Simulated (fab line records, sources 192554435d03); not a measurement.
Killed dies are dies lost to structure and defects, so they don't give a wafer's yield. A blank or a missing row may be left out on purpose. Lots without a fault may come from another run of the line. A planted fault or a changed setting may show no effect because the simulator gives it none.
One fault seen from 3 desks | flow n5_finfet | each desk has only its own numbers; what lay behind them comes last

THE TOOL OWNER'S DESK: rie_diel-02
The tool's own readings at N5_BEOL_M5_VIA_ETCH_34 (etches SiCOH lowk in C4F6/O2, target depth 88.3 nm, time 39.2 s): means of the sampled wafers that have a number, for each lot that ran on this tool. A lot is out of limits, marked OUT, if its mean lies more than 4 standard deviations from the usual mean; the brackets give that distance.
Columns: A = bias_w at N5_BEOL_M5_VIA_ETCH_34, usual 185.0 W; B = drypump_motor_current_A at N5_BEOL_M5_VIA_ETCH_34, usual 5.8 A; C = oes_product_au at N5_BEOL_M5_VIA_ETCH_34, usual 0.80 a.u.; D = rf_vpp_V at N5_BEOL_M5_VIA_ETCH_34, usual 670 V; E = showerhead_plenum_p_Torr at N5_BEOL_M5_VIA_ETCH_34, usual 2.87 Torr; F = throttle_valve_pct at N5_BEOL_M5_VIA_ETCH_34, usual 20.91 %
lot  | first seen here | A               | B   | C    | D              | E    | F
L304 | day 9 23:07     | 185.4           | 6.3 | 0.82 | 659            | 2.93 | 20.71
L312 | day 12 02:38    | 158.6 (-52) OUT | 5.9 | 0.79 | 595 (-6.8) OUT | 2.88 | 20.78
This desk's finding: out of limits on L312; first on L312, day 12 02:38 (bias_w at N5_BEOL_M5_VIA_ETCH_34). In limits: L304.

THE METROLOGY DESK
What the gauges read, lot by lot, whatever tool the lot ran on: means of the sampled wafers that have a number. A lot is out of limits, marked OUT, if its mean lies more than 4 standard deviations from the usual mean; the brackets give that distance.
Columns: A = cd_nm at N5_BEOL_M5_CD_MEAS_28, usual 30.50 nm; B = V4_OVL at N5_BEOL_M5_OVL_MEAS_29, usual -0.2 nm
lot  | first seen here | A     | B
L304 | day 9 22:45     | 30.45 | 0.6
L307 | day 10 21:43    | 30.47 | 0.3
L312 | day 12 02:13    | 30.67 | 0.2
L319 | day 13 23:47    | 30.27 | -0.6
L321 | day 14 04:43    | 30.34 | -0.7
This desk's finding: nothing out of limits on any of the 5 lots.

THE DEFECT DESK
What the inspections along the route counted, lot by lot: means of the sampled wafers that have a number. A lot is out of limits, marked OUT, if its mean lies more than 4 standard deviations from the usual mean; the brackets give that distance.
Columns: A = raw_defect_count at N5_BEOL_M5_INSPECT_30, usual 438
lot  | first seen here | A
L304 | day 9 22:54     | 456
L307 | day 10 21:48    | 361
L312 | day 12 02:18    | 398
L319 | day 13 23:53    | 415
L321 | day 14 04:49    | 382
This desk's finding: nothing out of limits on any of the 5 lots.

PUT TOGETHER
The tool owner's desk could have raised an alarm at day 12 02:38, on L312.
The metrology desk saw nothing out of limits.
The defect desk saw nothing out of limits.
The metrology desk has L312 on record, within its limits.
The defect desk has L312 on record, within its limits.
Of the lots named, all ran N5_BEOL_M5_VIA_ETCH_34 on rie_diel-02.

WHAT THE SIMULATOR HAD PUT IN
Process parameter drift: rie_diel-02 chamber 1, from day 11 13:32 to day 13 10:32, at N5_BEOL_M5_VIA_ETCH_34. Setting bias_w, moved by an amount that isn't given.
Lots struck among those shown: L312.
Hours from the fault's start to each desk's first reading out of limits: the tool owner's desk, 13.
